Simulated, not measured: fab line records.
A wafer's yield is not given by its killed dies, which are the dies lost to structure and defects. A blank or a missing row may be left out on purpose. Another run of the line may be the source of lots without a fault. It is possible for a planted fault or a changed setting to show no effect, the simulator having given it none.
fab line records + flow nandHarc
record:
- lots: 5
- wafers: 15
- lastDay: 30
route steps=1302 shown A_CONTACT@1055 END@1302
lots that met no fault: from a run of the same line without faults
startH: start of the lot's first displayed wafer, in hours after the record's first day + waitH: hours since the lot's step before + " the same as in the row above + L1.1+2: several wafers, shown together as one row + - either no value or no given start + * or withheld: withheld + < > ~ a bound
route shown NAME@n: names a module that has steps shown in the file, with the first one's number in the route + usual: average and standard deviation across the fault-free wafers + same: alike in all rows + chamber/n: place in a boat + sites: the reading at each site + _std_site: standard deviation across them + _edge_site: the outer-site mean with the inner-site mean subtracted + radiusMm: for every site, how far away it sits from the centre of the wafer + mask NAME#n: copy n + behind: the most recent tool/chamber to have shaped the wafer + hold: reason for holding the lot/hours on hold/outcome of the hold + device: the transistor (n, p or np) that didn't switch + end of line: tests of these same wafers at the route's end + a step without rows: its recipe alone + killed: count of dies lost to structure and defects at first sort (not the wafer's yield) + map: the dies of a wafer, with x for killed, . for not killed, _ for no die there
set.NAME: setting as actually run; set.NAME@STEP: the setting as run at that earlier step + model.NAME: the simulator's own value behind a step, which no gauge read
lots at selected steps of the route; one table per step, one row per wafer
services: from which hour (startH, from the record's first day; less than 0 if before it) a tool's chamber was out of use, for how many hours, and why
== steps ==
step: NHARC_A_CONTACT_ETCH_132
recipe:
- sourceW: withheld
- pressureMtorr: 20
- biasV: 3000
- timeS: 197
- targetDepthA: 19240
- arFlowSccm: withheld
- c4f8FlowSccm: withheld
- o2FlowSccm: withheld
- chemistry: C4F8/O2/Ar
| lot.wafer | tool          | chamber | startH | waitH | rfHoursCounterH |
|-----------|---------------|---------|--------|-------|-----------------|
| L437.1    | harCapEtch-01 | 0       | 534.95 | 0.1   | 4               |
| L437.2    | "             | 1       | "      | "     | 4               |
| L437.6    | "             | 1       | "      | "     | -               |
| L443.1    | harCapEtch-02 | 1       | 601.30 | 0.1   | 104             |
| L443.2    | "             | 0       | "      | "     | 104             |
| L443.6    | "             | 1       | "      | "     | -               |
| L445.2    | harCapEtch-03 | 0       | 610.17 | 0.1   | 64              |
| L445.4    | "             | 0       | "      | "     | -               |
| L445.5    | "             | 1       | "      | "     | -               |
| L447.2    | harCapEtch-01 | 0       | 626.39 | 0.1   | 24              |
| L447.1    | "             | 1       | "      | "     | 24              |
| L447.3    | "             | 1       | "      | "     | -               |
| L448.1    | harCapEtch-02 | 0       | 659.00 | 0.1   | 111             |
| L448.3    | "             | 1       | "      | "     | -               |
| L448.4    | "             | 0       | "      | "     | -               |
step: NHARC_A_CONTACT_ETCH_133
recipe:
- sourceW: withheld
- pressureMtorr: 20
- biasV: 400
- timeS: 374
- targetDepthA: 16100
- arFlowSccm: withheld
- c4f8FlowSccm: 11.5
- o2FlowSccm: 7.2
- chemistry: C4F8/O2/Ar
| lot.wafer | tool          | chamber | startH | waitH | rfHoursCounterH |
|-----------|---------------|---------|--------|-------|-----------------|
| L437.1    | harCapEtch-01 | 0       | 535.13 | 0.1   | 5               |
| L437.2    | "             | 1       | "      | "     | 5               |
| L437.6    | "             | 1       | "      | "     | -               |
| L443.1    | harCapEtch-02 | 1       | 601.47 | 0.1   | 105             |
| L443.2    | "             | 0       | "      | "     | 105             |
| L443.6    | "             | 1       | "      | "     | -               |
| L445.2    | harCapEtch-03 | 0       | 610.35 | 0.1   | 64              |
| L445.4    | "             | 0       | "      | "     | -               |
| L445.5    | "             | 1       | "      | "     | -               |
| L447.2    | harCapEtch-01 | 0       | 626.57 | 0.2   | 24              |
| L447.1    | "             | 1       | "      | "     | 24              |
| L447.3    | "             | 1       | "      | "     | -               |
| L448.1    | harCapEtch-02 | 0       | 659.21 | 0.2   | 111             |
| L448.3    | "             | 1       | "      | "     | -               |
| L448.4    | "             | 0       | "      | "     | -               |
step: NHARC_A_CONTACT_ETCH_91
recipe:
- targetDepthA: 400
- overEtchFrac: 0.5
- timeS: 85.7
- ionEnergyEv: 120
- ch3fFlowSccm: 50
- o2FlowSccm: 30
- arFlowSccm: 200
- rfW: 500
- biasW: 100
- chemistry: CH3F/O2
usual:
- drypumpMotorCurrentA: 5.7/0.41
- oesProductAu: 0.935/0.023
- rfVppV: 243.5/1.8
- showerheadPlenumPTorr: 2.39/0.11
- throttleValvePct: 20.662/0.0093
| lot.wafer | tool       | chamber | startH | waitH | drypumpMotorCurrentA | oesProductAu | rfHoursCounterH | rfVppV | showerheadPlenumPTorr | throttleValvePct |
|-----------|------------|---------|--------|-------|----------------------|--------------|-----------------|--------|-----------------------|------------------|
| L437.2    | rieDiel-09 | 0       | 535.93 | 0.7   | 5.3                  | 0.927        | 5               | 246.3  | 2.59                  | 20.651           |
| L437.1    | "          | 2       | "      | "     | 5.6                  | 0.929        | 5               | 242.0  | 2.29                  | 20.657           |
| L437.6    | "          | 0       | "      | "     | 5.3                  | 0.931        | -               | 246.1  | 2.59                  | 20.653           |
| L443.1    | rieDiel-08 | 0       | 602.25 | 0.7   | 5.3                  | 1.007        | 15              | 244.1  | 2.43                  | 20.659           |
| L443.2    | "          | 3       | "      | "     | 6.2                  | 0.989        | 18              | 242.4  | 2.30                  | 20.658           |
| L443.6    | "          | 1       | "      | "     | 4.8                  | 0.993        | -               | 242.3  | 2.39                  | 20.646           |
| L445.2    | rieDiel-08 | 0       | 611.12 | 0.7   | 5.3                  | 0.942        | 17              | 245.6  | 2.43                  | 20.658           |
| L445.4    | "          | 3       | "      | "     | 6.1                  | 0.918        | 19              | 241.5  | 2.30                  | 20.644           |
| L445.5    | "          | 0       | "      | "     | 5.3                  | 0.936        | -               | 244.4  | 2.43                  | 20.658           |
| L447.1    | rieDiel-09 | 0       | 627.36 | 0.7   | 5.3                  | 0.945        | 25              | 246.1  | 2.58                  | 20.686           |
| L447.2    | "          | 1       | "      | "     | 5.7                  | 0.923        | 26              | 241.3  | 2.27                  | 20.670           |
| L447.3    | "          | 2       | "      | "     | 5.6                  | 0.957        | 20              | 240.2  | 2.29                  | 20.671           |
| L448.3    | rieDiel-11 | 3       | 659.93 | 0.6   | 5.9                  | 0.940        | 14              | 242.3  | 2.36                  | 20.655           |
| L448.4    | "          | 0       | "      | "     | 5.5                  | 0.931        | 11              | 244.2  | 2.44                  | 20.664           |
| L448.1    | "          | 1       | "      | "     | 5.8                  | 0.924        | 17              | 242.8  | 2.38                  | 20.649           |
step: NHARC_A_CONTACT_ETCH_97
recipe:
- targetDepthA: 200
- overEtchFrac: 0.5
- timeS: 10
- ionEnergyEv: 250
- c4f6FlowSccm: 25
- o2FlowSccm: 20
- arFlowSccm: 500
- rfW: 600
- biasW: 500
- chemistry: C4F6/O2
step: NHARC_A_CONTACT_CD_MEAS_80
usual:
- cdNm: 289.5/0.74
| lot.wafer | tool     | chamber | startH | waitH | cdNm  |
|-----------|----------|---------|--------|-------|-------|
| L437.1    | cdSem-02 | -       | 536.13 | -     | 288.7 |
| L437.2    | "        | -       | "      | "     | 288.5 |
| L437.6    | "        | -       | "      | "     | 288.8 |
| L443.1    | cdSem-02 | -       | 602.47 | -     | 289.6 |
| L443.2    | "        | -       | "      | "     | 289.1 |
| L443.6    | "        | -       | "      | "     | 289.2 |
| L445.2    | cdSem-03 | -       | 611.45 | -     | 290.2 |
| L445.4    | "        | -       | "      | "     | 289.9 |
| L445.5    | "        | -       | "      | "     | 290.3 |
| L447.1    | cdSem-01 | -       | 627.57 | -     | 289.1 |
| L447.2    | "        | -       | "      | "     | 289.5 |
| L447.3    | "        | -       | "      | "     | 288.5 |
| L448.1    | cdSem-03 | -       | 660.15 | -     | 289.3 |
| L448.3    | "        | -       | "      | "     | 288.6 |
| L448.4    | "        | -       | "      | "     | 289.6 |
step: NHARC_A_CONTACT_STRIP_103
recipe:
- n2FlowSccm: 150
- h2FlowSccm: 150
- arFlowSccm: 0
- biasW: 0
- chemistry: N2/H2
step: NHARC_A_CONTACT_STRIP_104
recipe:
- cf4FlowSccm: 100
- chf3FlowSccm: 30
- arFlowSccm: 0
- biasW: 0
- chemistry: CF4/CHF3
step: NHARC_A_CONTACT_STRIP_105
recipe:
- o2FlowSccm: 400
- cosFlowSccm: 20
- arFlowSccm: 0
- biasW: 0
- chemistry: O2/COS
step: NHARC_A_CONTACT_ETCH_106
recipe:
- targetDepthA: 900
- overetchA: 90
- timeS: 49.5
- ionEnergyEv: 100
- cf4FlowSccm: 80
- o2FlowSccm: 20
- arFlowSccm: 0
- rfW: 300
- biasW: 100
- chemistry: CF4/O2
usual:
- drypumpMotorCurrentA: 5.7/0.38
- oesProductAu: 1.002/0.0096
- rfVppV: 196.9/1.5
- showerheadPlenumPTorr: 1.29/0.063
- throttleValvePct: 13.398/0.0089
| lot.wafer | tool       | chamber | startH | waitH | drypumpMotorCurrentA | oesProductAu | rfHoursCounterH | rfVppV | showerheadPlenumPTorr | throttleValvePct |
|-----------|------------|---------|--------|-------|----------------------|--------------|-----------------|--------|-----------------------|------------------|
| L437.2    | rieDiel-11 | 3       | 536.51 | 0.1   | 5.9                  | 1.003        | 38              | 198.0  | 1.29                  | 13.387           |
| L437.1    | "          | 0       | "      | "     | 5.5                  | 0.991        | 34              | 198.6  | 1.33                  | 13.412           |
| L437.6    | "          | 2       | "      | "     | 6.3                  | 0.999        | -               | 197.8  | 1.27                  | 13.403           |
| L443.1    | rieDiel-09 | 3       | 602.76 | 0.1   | 6.2                  | 0.993        | 18              | 196.6  | 1.25                  | 13.402           |
| L443.2    | "          | 1       | "      | "     | 5.7                  | 1.010        | 22              | 195.1  | 1.23                  | 13.403           |
| L443.6    | "          | 0       | "      | "     | 5.3                  | 1.005        | -               | 198.6  | 1.41                  | 13.405           |
| L445.2    | rieDiel-08 | 2       | 611.74 | 0.1   | 5.9                  | 1.008        | 18              | 196.0  | 1.31                  | 13.421           |
| L445.4    | "          | 0       | "      | "     | 5.3                  | 1.020        | 17              | 197.4  | 1.32                  | 13.393           |
| L445.5    | "          | 2       | "      | "     | 5.9                  | 1.005        | -               | 197.9  | 1.31                  | 13.387           |
| L447.2    | rieDiel-08 | 3       | 627.87 | 0.1   | 6.1                  | 0.986        | 24              | 196.0  | 1.24                  | 13.399           |
| L447.3    | "          | 0       | "      | "     | 5.3                  | 1.017        | 22              | 197.2  | 1.32                  | 13.412           |
| L447.1    | "          | 1       | "      | "     | 4.8                  | 1.001        | 22              | 197.4  | 1.30                  | 13.402           |
| L448.1    | rieDiel-11 | 0       | 660.55 | 0.1   | 5.5                  | 0.989        | 11              | 198.4  | 1.32                  | 13.406           |
| L448.3    | "          | 1       | "      | "     | 5.8                  | 1.008        | 17              | 197.5  | 1.29                  | 13.385           |
| L448.4    | "          | 3       | "      | "     | 5.9                  | 1.009        | 14              | 195.8  | 1.28                  | 13.381           |
step: NHARC_A_CONTACT_STRIP_82
recipe:
- o2FlowSccm: 500
- arFlowSccm: 0
- biasW: 0
- chemistry: O2
usual:
- drypumpMotorCurrentA: 5.7/0.38
- oesProductAu: 1.002/0.0097
- rfVppV: 57.6/0.95
- showerheadPlenumPTorr: 3.43/0.16
- throttleValvePct: 17.037/0.0094
| lot.wafer | tool       | chamber | startH | waitH | drypumpMotorCurrentA | oesProductAu | rfHoursCounterH | rfVppV | showerheadPlenumPTorr | throttleValvePct |
|-----------|------------|---------|--------|-------|----------------------|--------------|-----------------|--------|-----------------------|------------------|
| L437.2    | rieDiel-11 | 3       | -      | -     | 5.9                  | 1.008        | 38              | 57.0   | 3.41                  | 17.042           |
| L437.1    | "          | 0       | "      | "     | 5.5                  | 0.997        | 34              | 59.7   | 3.52                  | 17.043           |
| L437.6    | "          | 2       | "      | "     | 6.4                  | 1.000        | -               | 56.6   | 3.35                  | 17.050           |
| L443.1    | rieDiel-09 | 3       | -      | -     | 6.2                  | 0.983        | 18              | 58.5   | 3.31                  | 17.039           |
| L443.2    | "          | 0       | "      | "     | 5.3                  | 0.998        | 21              | 60.1   | 3.71                  | 17.025           |
| L443.6    | "          | 3       | "      | "     | 6.2                  | 0.988        | -               | 58.0   | 3.31                  | 17.037           |
| L445.2    | rieDiel-08 | 2       | -      | -     | 5.9                  | 0.992        | 18              | 58.0   | 3.45                  | 17.035           |
| L445.4    | "          | 3       | "      | "     | 6.2                  | 0.986        | 19              | 56.2   | 3.30                  | 17.022           |
| L445.5    | "          | 1       | "      | "     | 4.8                  | 0.995        | -               | 57.1   | 3.44                  | 17.027           |
| L447.2    | rieDiel-08 | 0       | -      | -     | 5.3                  | 1.022        | 22              | 55.7   | 3.48                  | 17.038           |
| L447.1    | "          | 1       | "      | "     | 4.8                  | 1.002        | 22              | 58.6   | 3.43                  | 17.028           |
| L447.3    | "          | 2       | "      | "     | 5.9                  | 1.008        | 23              | 57.3   | 3.45                  | 17.024           |
| L448.1    | rieDiel-11 | 3       | -      | -     | 5.9                  | 1.008        | 14              | 58.8   | 3.39                  | 17.050           |
| L448.4    | "          | 0       | "      | "     | 5.5                  | 0.990        | 12              | 57.6   | 3.50                  | 17.036           |
| L448.3    | "          | 2       | "      | "     | 6.4                  | 1.020        | 15              | 56.3   | 3.33                  | 17.032           |
step: NHARC_A_CONTACT_STRIP_83
recipe:
- timeS: 600
- tempC: 30
- chemistry: postEtchResidueRemover
step: NHARC_A_CONTACT_DEP_84
recipe:
- targetThkA: 28000
- tempC: 400
- material: aC
step: NHARC_A_CONTACT_DEP_85
recipe:
- targetThkA: 600
- targetThkNm: 60
- tempC: 400
- pressureTorr: 3.5
- flowSccm: 200
- rfW: 350
- material: SiON
usual:
- heaterPowerW: 766/100
| lot.wafer | tool     | chamber | startH | waitH | heaterPowerW |
|-----------|----------|---------|--------|-------|--------------|
| L437.1    | pecvd-03 | 0       | 539.78 | 1.5   | 787          |
| L437.2    | "        | 2       | "      | "     | 745          |
| L437.6    | "        | 0       | "      | "     | 811          |
| L443.1    | pecvd-03 | 0       | 612.34 | 1.5   | 794          |
| L443.2    | "        | 1       | "      | "     | 624          |
| L443.6    | "        | 1       | "      | "     | 618          |
| L445.2    | pecvd-01 | 2       | 618.42 | 1.2   | 808          |
| L445.5    | "        | 2       | "      | "     | 773          |
| L445.4    | "        | 0       | "      | "     | 627          |
| L447.1    | pecvd-02 | 2       | 630.29 | 1.5   | 776          |
| L447.3    | "        | 0       | "      | "     | 768          |
| L447.2    | "        | 1       | "      | "     | 975          |
| L448.3    | pecvd-02 | 1       | 663.07 | 0.9   | 882          |
| L448.1    | "        | 0       | "      | "     | 724          |
| L448.4    | "        | 2       | "      | "     | 731          |
step: NHARC_A_CONTACT_DEHYDRATE_00
recipe:
- tempC: 150
- timeS: 120
step: NHARC_A_CONTACT_HMDS_01
recipe:
- timeS: 30
step: NHARC_A_CONTACT_COAT_86
recipe:
- tempC: 260
- timeS: 75
step: NHARC_A_CONTACT_COAT_87
recipe:
- tempC: 225
- timeS: 65
step: NHARC_A_CONTACT_COAT_02
recipe:
- spinRpm: 1500
- resistThkNm: 90
step: NHARC_A_CONTACT_SOFTBAKE_03
recipe:
- tempC: 105
- timeS: 55
step: NHARC_A_CONTACT_EBR_04
step: NHARC_A_CONTACT_EXPOSE_05
recipe:
- na: 1.35
- sigmaOuter: 0.8
- doseMj: 84.24
- maskId: A_CC
step: NHARC_A_CONTACT_PEB_06
recipe:
- pebTempC: 100
- pebTimeS: 65
step: NHARC_A_CONTACT_DEVELOP_07
recipe:
- developTimeS: 35
- devTempC: 23
step: NHARC_A_CONTACT_CD_MEAS_08
recipe:
- targetCdNm: 200
- landingEnergyEv: 500
usual:
- cdNm: 200.3/0.64
| lot.wafer | tool     | chamber | startH | waitH | cdNm  |
|-----------|----------|---------|--------|-------|-------|
| L437.1    | cdSem-03 | 0       | 540.37 | -     | 200.2 |
| L437.2    | "        | 0       | "      | "     | 200.3 |
| L437.6    | "        | 0       | "      | "     | 200.1 |
| L443.1    | cdSem-03 | 0       | 613.06 | -     | 199.5 |
| L443.2    | "        | 0       | "      | "     | 200.2 |
| L443.6    | "        | 0       | "      | "     | 199.2 |
| L445.2    | cdSem-01 | 0       | 619.14 | -     | 201.1 |
| L445.4    | "        | 0       | "      | "     | 201.0 |
| L445.5    | "        | 0       | "      | "     | 200.9 |
| L447.1    | cdSem-02 | 0       | 631.01 | -     | 198.9 |
| L447.2    | "        | 0       | "      | "     | 200.0 |
| L447.3    | "        | 0       | "      | "     | 199.8 |
| L448.1    | cdSem-01 | 0       | 663.79 | -     | 200.1 |
| L448.3    | "        | 0       | "      | "     | 200.0 |
| L448.4    | "        | 0       | "      | "     | 200.6 |
step: NHARC_A_CONTACT_OVL_MEAS_09
usual:
- overlayXNm: -0.3/0.71
- overlayYNm: -0.1/0.92
| lot.wafer | tool       | chamber | startH | waitH | overlayXNm | overlayYNm |
|-----------|------------|---------|--------|-------|------------|------------|
| L437.1    | overlay-01 | -       | 540.46 | -     | -1.2       | 0.2        |
| L437.2    | "          | -       | "      | "     | -1.2       | 0.9        |
| L437.6    | "          | -       | "      | "     | -0.7       | 0.9        |
| L443.1    | overlay-02 | -       | 613.14 | -     | 0.1        | 1.4        |
| L443.2    | "          | -       | "      | "     | 0.6        | 0.8        |
| L443.6    | "          | -       | "      | "     | 1.0        | 1.0        |
| L445.2    | overlay-02 | -       | 619.23 | -     | 0.1        | -0.7       |
| L445.4    | "          | -       | "      | "     | -0.1       | -0.7       |
| L445.5    | "          | -       | "      | "     | 0.0        | -0.7       |
| L447.1    | overlay-02 | -       | 631.10 | -     | -0.5       | 0.1        |
| L447.2    | "          | -       | "      | "     | -0.4       | 0.4        |
| L447.3    | "          | -       | "      | "     | -0.3       | 0.2        |
| L448.1    | overlay-02 | -       | 663.88 | -     | 0.9        | -0.8       |
| L448.3    | "          | -       | "      | "     | 1.1        | -1.4       |
| L448.4    | "          | -       | "      | "     | 1.4        | -1.1       |
step: NHARC_A_CONTACT_INSPECT_10
usual:
- rawDefectCount: 86/41
| lot.wafer | tool             | chamber | startH | waitH | rawDefectCount |
|-----------|------------------|---------|--------|-------|----------------|
| L437.1    | defectInspect-02 | -       | 540.50 | 0.0   | 71             |
| L437.2    | "                | -       | "      | "     | 56             |
| L437.6    | "                | -       | "      | "     | 52             |
| L443.1    | defectInspect-02 | -       | 613.18 | 0.0   | 609            |
| L443.2    | "                | -       | "      | "     | 620            |
| L443.6    | "                | -       | "      | "     | 684            |
| L445.2    | defectInspect-01 | -       | 619.26 | 0.0   | 23             |
| L445.4    | "                | -       | "      | "     | 19             |
| L445.5    | "                | -       | "      | "     | 22             |
| L447.1    | defectInspect-01 | -       | 631.14 | 0.0   | 71             |
| L447.2    | "                | -       | "      | "     | 85             |
| L447.3    | "                | -       | "      | "     | 94             |
| L448.1    | defectInspect-02 | -       | 663.92 | 0.0   | 20             |
| L448.3    | "                | -       | "      | "     | 15             |
| L448.4    | "                | -       | "      | "     | 35             |
step: NHARC_A_CONTACT_DESCUM_13
recipe:
- timeS: 3
- o2FlowSccm: 200
- arFlowSccm: 0
- biasPowerW: 0
- chemistry: O2
step: NHARC_END_SORT_01
recipe:
- tempC: 25
usual:
- killedAtArray: 53/19
- killedAtOther: 0.8/1.2
- killedAtPeriphery: 3.7/2.3
- killedDies: 57/19
- killedOpen: 3.2/1.7
- killedShort: 2.6/1.8
same:
- grossDies: 677
| lot.wafer | tool      | chamber | startH | waitH | killedAtArray | killedAtOther | killedAtPeriphery | killedDies | killedOpen | killedShort |
|-----------|-----------|---------|--------|-------|---------------|---------------|-------------------|------------|------------|-------------|
| L443.1    | prober-01 | 0       | 662.17 | 2.5   | 114           | 0             | 2                 | 116        | 4          | 3           |
| L443.2    | prober-01 | 0       | 662.98 | 2.8   | 93            | 2             | 4                 | 99         | 2          | 2           |
| L443.6    | prober-01 | 0       | 666.22 | 4.1   | 104           | 0             | 5                 | 109        | 5          | 4           |
killed by level:class
L443.1 A_CONTACT:unspecified=82 A_CHANNEL_HOLE_D1:chamberFilmFlake=12 A_CHANNEL_HOLE_D2:chamberFilmFlake=9 P_BONDPAD:chamberFilmFlake=2 A_CONTACT:chamberFilmFlake=2 A_SOURCE_PLATE:geometricParticle:open=1 A_CHANNEL_FILL_D1:geometricParticle:open=1 A_CHANNEL_FILL_D1:geometricParticle:short=1
L443.2 A_CONTACT:unspecified=40 A_CHANNEL_HOLE_D1:chamberFilmFlake=38 A_CHANNEL_HOLE_D2:chamberFilmFlake=6 A_CONTACT:chamberFilmFlake=4 P_GATE:chamberFilmFlake=2 THIN_TSV:chamberFilmFlake=2 P_M0:geometricParticle:open=1 A_CHANNEL_FILL_D2:geometricParticle:short=1
L443.6 A_CONTACT:unspecified=43 A_CHANNEL_HOLE_D1:chamberFilmFlake=35 A_CHANNEL_HOLE_D2:chamberFilmFlake=14 P_BONDPAD:chamberFilmFlake=3 A_CHANNEL_HOLE_D2:geometricParticle:short=2 A_CHANNEL_FILL_D2:geometricParticle:open=2 A_CONTACT:geometricParticle:open=2 A_DECK1_JOINT:chamberFilmFlake=2
== services ==
| tool          | chamber | startH | hours | kind      |
|---------------|---------|--------|-------|-----------|
| rieDiel-08    | 0       | 528.27 | -     | clean     |
| rieDiel-08    | 1       | 528.27 | -     | clean     |
| rieDiel-08    | 2       | 528.27 | -     | clean     |
| rieDiel-08    | 3       | 528.27 | -     | clean     |
| rieDiel-08    | -       | 545.68 | 9.0   | pm        |
| rieDiel-08    | 0       | 545.68 | 9.0   | ventCycle |
| rieDiel-08    | 1       | 545.68 | 9.0   | ventCycle |
| pecvd-03      | -       | 547.06 | 13.0  | pm        |
| pecvd-01      | -       | 553.19 | 1.6   | repair    |
| harCapEtch-02 | -       | 561.56 | 3.9   | repair    |
| pecvd-01      | 2       | 570.42 | 13.7  | repair    |
| pecvd-01      | -       | 574.51 | 2.9   | repair    |
| rieDiel-09    | 2       | 583.96 | 4.6   | repair    |
| pecvd-02      | -       | 589.18 | 13.0  | pm        |
| harCapEtch-03 | -       | 593.66 | 1.3   | repair    |
| rieDiel-11    | -       | 609.52 | 9.0   | pm        |
| rieDiel-11    | 0       | 620.33 | 3.0   | repair    |
| pecvd-01      | -       | 621.71 | 1.0   | repair    |
| harCapEtch-02 | -       | 632.06 | 0.4   | repair    |
| rieDiel-09    | 3       | 633.77 | 4.6   | repair    |
| rieDiel-08    | 2       | 641.14 | 14.9  | repair    |
| rieDiel-11    | 3       | 653.03 | 5.0   | repair    |
| rieDiel-11    | 0       | 654.31 | 4.5   | repair    |
| rieDiel-11    | -       | 661.24 | 0.3   | repair    |
== key ==
firstSign:
- step: NHARC_A_CONTACT_INSPECT_10
- reading: rawDefectCount
- direction: up
- sigmas: 14
- usual: 86
- struck: 638
effect:
- step: NHARC_END_SORT_01
- reading: killedDies
- direction: up
- sigmas: 2.6
- usual: 57
- struck: 108
- wafersMoved: 2
moreKillsBornAt:
- NHARC_A_CONTACT_DEP_85@pecvd-03: 165
metAt NHARC_A_CONTACT_DEP_85
struckWafers L443.1,L443.2,L443.6
testerLeftOut L443
onsetBetween 539.78 612.34
alsoFits NHARC_A_CONTACT_ETCH_106:rieDiel-09,NHARC_A_CONTACT_STRIP_82:rieDiel-09
fault:
- kind: chamberParticleSource
- tool: pecvd-03
- chamber: -
- onsetH: 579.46
- steps: NHARC_A_CONTACT_DEP_85
- ratePerVisitCm2: 0.87642
testerLeftOut: of these lots the tester's yield and bins aren't shown, on N5 and GAA mostly nor the transistor test; their killed dies are dies lost to structure and defects alone, not to doping, threshold or leakage, so they don't give the yield
